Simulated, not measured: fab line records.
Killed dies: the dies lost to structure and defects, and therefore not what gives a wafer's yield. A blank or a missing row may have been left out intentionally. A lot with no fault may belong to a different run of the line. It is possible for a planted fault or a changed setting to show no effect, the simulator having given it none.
What tool caused it? | flow n5Finfet | 24 lots with 72 wafers sampled at 6 steps, on a route of 1938 steps

== WHAT THE GAUGES SHOWED, per wafer ==
N5_BEOL_M5_INSPECT_58: inspects for defects (darkfield). Usual: rawDefectCount at 71, with a standard deviation of 22.
lot  | measured     | on               | rawDefectCount | flag
L075 | day 8 18:01  | defectInspect-02 | 60 66 72       | 
L074 | day 8 22:01  | defectInspect-02 | 66 69 77       | 
L077 | day 8 22:17  | defectInspect-01 | 56 65 51       | 
L076 | day 9 00:20  | defectInspect-01 | 61 127 101     | 
L080 | day 9 20:29  | defectInspect-01 | 74 96 67       | 
L078 | day 9 22:32  | defectInspect-01 | 63 57 61       | 
L079 | day 10 01:10 | defectInspect-01 | 76 67 85       | 
L081 | day 10 09:04 | defectInspect-01 | 50 75 51       | 
L082 | day 10 18:13 | defectInspect-01 | 112 55 65      | 
L083 | day 11 02:19 | defectInspect-01 | 79 69 62       | 
L084 | day 11 09:00 | defectInspect-02 | 62 54 67       | 
L086 | day 11 09:27 | defectInspect-01 | 91 118 92      | 
L085 | day 11 18:19 | defectInspect-02 | 59 81 71       | 
L087 | day 12 06:31 | defectInspect-02 | 45 104 110     | 
L088 | day 12 12:26 | defectInspect-01 | 64 57 56       | 
L090 | day 12 15:00 | defectInspect-02 | 52 71 20       | 
L092 | day 12 22:06 | defectInspect-01 | 41 66 69       | 
L089 | day 13 04:40 | defectInspect-01 | 51 36 59       | 
L091 | day 13 06:37 | defectInspect-02 | 65 82 140      | 
L093 | day 13 13:01 | defectInspect-02 | 78 77 64       | 
L095 | day 13 22:40 | defectInspect-02 | 62 55 59       | 
L094 | day 13 23:57 | defectInspect-02 | 72 60 66       | 
L096 | day 14 05:08 | defectInspect-02 | 55 56 38       | 
L097 | day 14 19:18 | defectInspect-02 | 103 75 83      | 

N5_BEOL_M6_CD_MEAS_11: the cd target is 38.5 nm. Usual: cdNm at 38.3 nm, with a standard deviation of 0.57.
lot  | measured     | on       | cdNm (nm)      | flag
L075 | day 8 21:37  | cdSem-03 | 39.4 38.7 38.7 | 
L074 | day 9 01:46  | cdSem-02 | 38.6 38.6 39.1 | 
L077 | day 9 01:48  | cdSem-01 | 38.3 37.4 37.6 | 
L076 | day 9 02:16  | cdSem-02 | 37.6 37.2 37.1 | 
L080 | day 10 02:17 | cdSem-03 | 38.3 37.2 37.8 | 
L078 | day 10 02:46 | cdSem-03 | 38.9 38.7 39.3 | 
L079 | day 10 02:56 | cdSem-03 | 37.7 38.0 37.8 | 
L081 | day 10 11:28 | cdSem-03 | 38.4 38.4 38.0 | 
L082 | day 10 20:05 | cdSem-03 | 39.4 39.3 39.1 | 
L083 | day 11 03:35 | cdSem-02 | 38.5 38.5 38.5 | 
L084 | day 11 11:19 | cdSem-03 | 38.8 37.8 37.5 | 
L086 | day 11 11:24 | cdSem-02 | 38.3 38.4 39.0 | 
L085 | day 11 20:17 | cdSem-02 | 37.9 38.9 37.9 | 
L087 | day 12 07:36 | cdSem-03 | 38.4 39.3 38.9 | 
L088 | day 12 14:46 | cdSem-01 | 38.6 38.7 38.9 | 
L090 | day 12 17:50 | cdSem-03 | 38.9 37.8 38.8 | 
L092 | day 12 23:11 | cdSem-03 | 38.0 37.9 38.0 | 
L089 | day 13 06:41 | cdSem-01 | 38.6 38.3 37.9 | 
L091 | day 13 09:38 | cdSem-03 | 38.5 38.7 39.1 | 
L093 | day 13 14:23 | cdSem-01 | 38.9 38.9 38.5 | 
L095 | day 14 00:43 | cdSem-03 | 38.0 37.7 38.0 | 
L094 | day 14 03:22 | cdSem-03 | 37.9 38.9 39.4 | 
L096 | day 14 08:13 | cdSem-03 | 39.1 38.2 39.1 | 
L097 | day 14 21:16 | cdSem-02 | 39.0 38.6 38.2 | 

N5_BEOL_M6_INSPECT_13: inspects for defects (brightfield). Usual: rawDefectCount at 416, with a standard deviation of 87.
lot  | measured     | on               | rawDefectCount | flag
L075 | day 8 21:40  | defectInspect-01 | 480 339 296    | 
L074 | day 9 01:49  | defectInspect-01 | 410 408 505    | 
L077 | day 9 01:51  | defectInspect-02 | 386 481 283    | 
L076 | day 9 02:19  | defectInspect-01 | 300 452 392    | 
L080 | day 10 02:20 | defectInspect-01 | 370 418 400    | 
L078 | day 10 02:49 | defectInspect-02 | 712 359 356    | 
L079 | day 10 02:59 | defectInspect-01 | 367 321 360    | 
L081 | day 10 11:31 | defectInspect-01 | 429 364 473    | 
L082 | day 10 20:08 | defectInspect-01 | 434 421 379    | 
L083 | day 11 03:38 | defectInspect-02 | 402 450 421    | 
L084 | day 11 11:23 | defectInspect-02 | 419 509 508    | 
L086 | day 11 11:27 | defectInspect-02 | 452 536 500    | 
L085 | day 11 20:20 | defectInspect-02 | 352 296 531    | 
L087 | day 12 07:40 | defectInspect-01 | 574 489 535    | 
L088 | day 12 14:50 | defectInspect-02 | 405 310 340    | 
L090 | day 12 17:53 | defectInspect-02 | 507 393 489    | 
L092 | day 12 23:14 | defectInspect-02 | 410 389 330    | 
L089 | day 13 06:44 | defectInspect-02 | 421 499 463    | 
L091 | day 13 09:41 | defectInspect-01 | 353 415 536    | 
L093 | day 13 14:26 | defectInspect-01 | 337 399 381    | 
L095 | day 14 00:46 | defectInspect-02 | 483 348 322    | 
L094 | day 14 03:26 | defectInspect-02 | 304 364 298    | 
L096 | day 14 08:16 | defectInspect-02 | 266 278 257    | 
L097 | day 14 21:20 | defectInspect-01 | 410 386 502    | 

N5_BEOL_M6_OVL_MEAS_29. Usual: V5_OVL gives 0.3 nm (standard deviation 0.68).
lot  | measured     | on         | V5_OVL (nm)    | flag
L075 | day 9 00:48  | overlay-01 | 0.0 -0.7 -0.4  | 
L074 | day 9 03:19  | overlay-02 | 0.8 0.4 0.9    | 
L077 | day 9 03:30  | overlay-02 | -0.5 -1.1 -0.5 | 
L076 | day 9 03:47  | overlay-01 | -0.8 0.2 0.2   | 
L080 | day 10 04:22 | overlay-02 | 1.2 1.2 1.2    | 
L078 | day 10 04:27 | overlay-02 | 0.0 0.9 0.6    | 
L079 | day 10 04:24 | overlay-01 | 2.2 1.4 0.6    | 
L081 | day 10 14:12 | overlay-01 | 0.4 -0.4 0.0   | 
L082 | day 10 22:56 | overlay-02 | -0.1 0.5 -0.2  | 
L083 | day 11 04:49 | overlay-02 | 1.7 0.6 -0.3   | 
L084 | day 11 14:08 | overlay-01 | 0.5 0.8 0.4    | 
L086 | day 11 14:49 | overlay-01 | 0.0 -0.3 -0.7  | 
L085 | day 11 22:26 | overlay-01 | 0.6 0.4 -0.3   | 
L087 | day 12 10:43 | overlay-01 | 0.0 -0.1 -0.4  | 
L088 | day 12 16:07 | overlay-02 | 1.2 0.8 1.1    | 
L090 | day 12 19:00 | overlay-02 | -0.5 -0.9 -0.5 | 
L092 | day 13 02:27 | overlay-01 | 0.1 1.2 0.9    | 
L089 | day 13 09:22 | overlay-01 | 1.6 0.3 0.9    | 
L091 | day 13 10:53 | overlay-02 | 0.9 0.5 -0.6   | 
L093 | day 13 17:07 | overlay-01 | -0.1 -0.5 0.9  | 
L095 | day 14 02:25 | overlay-01 | 1.2 0.3 1.0    | 
L094 | day 14 04:34 | overlay-02 | 1.6 0.7 1.4    | 
L096 | day 14 11:58 | overlay-02 | -0.6 0.1 -0.1  | 
L097 | day 14 22:42 | overlay-02 | 0.4 -0.1 -0.2  | 

== WHICH TOOL RAN EACH LOT (tool, then ch and the chambers of the sampled wafers, then the start) ==
lot  | N5_BEOL_M5_ANNEAL_51            | N5_BEOL_M5_DEP_56
L075 | rtpAnneal-01 ch 0, day 8 17:11  | pecvd-01 ch 0,1, day 8 17:55
L074 | rtpAnneal-01 ch 0, day 8 21:09  | pecvd-01 ch 0,1,2, day 8 21:56
L077 | rtpAnneal-02 ch 0, day 8 21:09  | pecvd-03 ch 0,2, day 8 22:11
L076 | rtpAnneal-01 ch 0, day 8 23:32  | pecvd-03 ch 0,1,2, day 9 00:14
L080 | rtpAnneal-01 ch 0, day 9 19:26  | pecvd-01 ch 0,2, day 9 20:23
L078 | rtpAnneal-01 ch 0, day 9 21:29  | pecvd-01 ch 0,1,2, day 9 22:27
L079 | rtpAnneal-01 ch 0, day 10 00:18 | pecvd-01 ch 0,1, day 10 01:05
L081 | rtpAnneal-01 ch 0, day 10 08:07 | pecvd-02 ch 0,1,2, day 10 08:59
L082 | rtpAnneal-02 ch 0, day 10 17:17 | pecvd-02 ch 0,1, day 10 18:06
L083 | rtpAnneal-01 ch 0, day 11 01:26 | pecvd-01 ch 0,1,2, day 11 02:13
L084 | rtpAnneal-02 ch 0, day 11 07:47 | pecvd-01 ch 1,2, day 11 08:54
L086 | rtpAnneal-01 ch 0, day 11 08:10 | pecvd-01 ch 1,2, day 11 09:22
L085 | rtpAnneal-01 ch 0, day 11 17:31 | pecvd-01 ch 0,2, day 11 18:14
L087 | rtpAnneal-02 ch 0, day 12 05:34 | pecvd-03 ch 0,1, day 12 06:25
L088 | rtpAnneal-02 ch 0, day 12 11:34 | pecvd-03 ch 1,2, day 12 12:21
L090 | rtpAnneal-02 ch 0, day 12 14:13 | pecvd-03 ch 0,1,2, day 12 14:54
L092 | rtpAnneal-02 ch 0, day 12 21:15 | pecvd-01 ch 0,2, day 12 21:59
L089 | rtpAnneal-01 ch 0, day 13 03:47 | pecvd-01 ch 0,1,2, day 13 04:34
L091 | rtpAnneal-02 ch 0, day 13 05:43 | pecvd-01 ch 0,1, day 13 06:32
L093 | rtpAnneal-01 ch 0, day 13 12:13 | pecvd-02 ch 0,1,2, day 13 12:56
L095 | rtpAnneal-01 ch 0, day 13 21:52 | pecvd-03 ch 0,1,2, day 13 22:34
L094 | rtpAnneal-02 ch 0, day 13 23:04 | pecvd-03 ch 0,1, day 13 23:52
L096 | rtpAnneal-01 ch 0, day 14 04:20 | pecvd-02 ch 1,2, day 14 05:02
L097 | rtpAnneal-02 ch 0, day 14 18:26 | pecvd-02 ch 0,1,2, day 14 19:13
- N5_BEOL_M5_ANNEAL_51: time 90 s.
- N5_BEOL_M5_DEP_56: deposits SiCN from 3MS/NH3, target thk 8 nm, time 14 s.

== AS READ BY THE TOOLS THEMSELVES (means over the sampled wafers that have a number; for cases with no such wafer, the mark the record gives instead) ==
N5_BEOL_M5_ANNEAL_51. Usual: wafer_temp_C_max at 226.0, with a standard deviation of 0.34.
lot  | tool         | wafer_temp_C_max | flag
L075 | rtpAnneal-01 | 225.7            | 
L074 | rtpAnneal-01 | 225.6            | 
L077 | rtpAnneal-02 | 226.5            | 
L076 | rtpAnneal-01 | 225.7            | 
L080 | rtpAnneal-01 | 225.6            | 
L078 | rtpAnneal-01 | 225.7            | 
L079 | rtpAnneal-01 | 225.8            | 
L081 | rtpAnneal-01 | 225.7            | 
L082 | rtpAnneal-02 | 226.2            | 
L083 | rtpAnneal-01 | 225.7            | 
L084 | rtpAnneal-02 | 226.2            | 
L086 | rtpAnneal-01 | 225.9            | 
L085 | rtpAnneal-01 | 226.0            | 
L087 | rtpAnneal-02 | 226.1            | 
L088 | rtpAnneal-02 | 226.3            | 
L090 | rtpAnneal-02 | 226.3            | 
L092 | rtpAnneal-02 | 226.4            | 
L089 | rtpAnneal-01 | 225.6            | 
L091 | rtpAnneal-02 | 226.4            | 
L093 | rtpAnneal-01 | 225.8            | 
L095 | rtpAnneal-01 | 225.8            | 
L094 | rtpAnneal-02 | 226.3            | 
L096 | rtpAnneal-01 | 225.8            | 
L097 | rtpAnneal-02 | 225.9            | 

N5_BEOL_M5_DEP_56. Usual: showerheadPlenumPTorr 3.660 Torr, standard deviation 0.016; throttleValvePct 9.0 %, standard deviation 0.46.
lot  | tool     | showerheadPlenumPTorr (Torr) | throttleValvePct (%) | flag
L075 | pecvd-01 | 3.646                        | 9.2                  | 
L074 | pecvd-01 | 3.654                        | 9.0                  | 
L077 | pecvd-03 | 3.677                        | 9.1                  | 
L076 | pecvd-03 | 3.682                        | 9.2                  | 
L080 | pecvd-01 | 3.651                        | 8.8                  | 
L078 | pecvd-01 | 3.645                        | 8.8                  | 
L079 | pecvd-01 | 3.647                        | 9.2                  | 
L081 | pecvd-02 | 3.670                        | 8.9                  | 
L082 | pecvd-02 | 3.672                        | 9.3                  | 
L083 | pecvd-01 | 3.645                        | 8.8                  | 
L084 | pecvd-01 | 3.658                        | 8.8                  | 
L086 | pecvd-01 | 3.651                        | 8.9                  | 
L085 | pecvd-01 | 3.639                        | 9.0                  | 
L087 | pecvd-03 | 3.670                        | 9.5                  | 
L088 | pecvd-03 | 3.675                        | 8.6                  | 
L090 | pecvd-03 | 3.668                        | 8.9                  | 
L092 | pecvd-01 | 3.645                        | 8.9                  | 
L089 | pecvd-01 | 3.649                        | 8.9                  | 
L091 | pecvd-01 | 3.636                        | 9.1                  | 
L093 | pecvd-02 | 3.670                        | 8.9                  | 
L095 | pecvd-03 | 3.669                        | 9.2                  | 
L094 | pecvd-03 | 3.677                        | 9.3                  | 
L096 | pecvd-02 | 3.670                        | 9.1                  | 
L097 | pecvd-02 | 3.665                        | 9.0                  | 

== THE ANSWER, worked out from the rows above alone ==
Rule: a lot is off if the mean of its wafers that have a number lies more than 3 standard deviations from the usual mean. Also off: a lot with no number at a reading for which 4 or more lots have one. All remaining lots with rows at the step are treated as sound. The gauges are gone through in route order, then the tools' own readings, and for those a lot's mean is taken as printed above. At the first step where some lot is off, the reading lying furthest off is the one used; lots without a number count as furthest.
No lot is off at any reading shown: from this, nothing can be told.

== WHAT WAS PUT IN BY THE SIMULATOR ==
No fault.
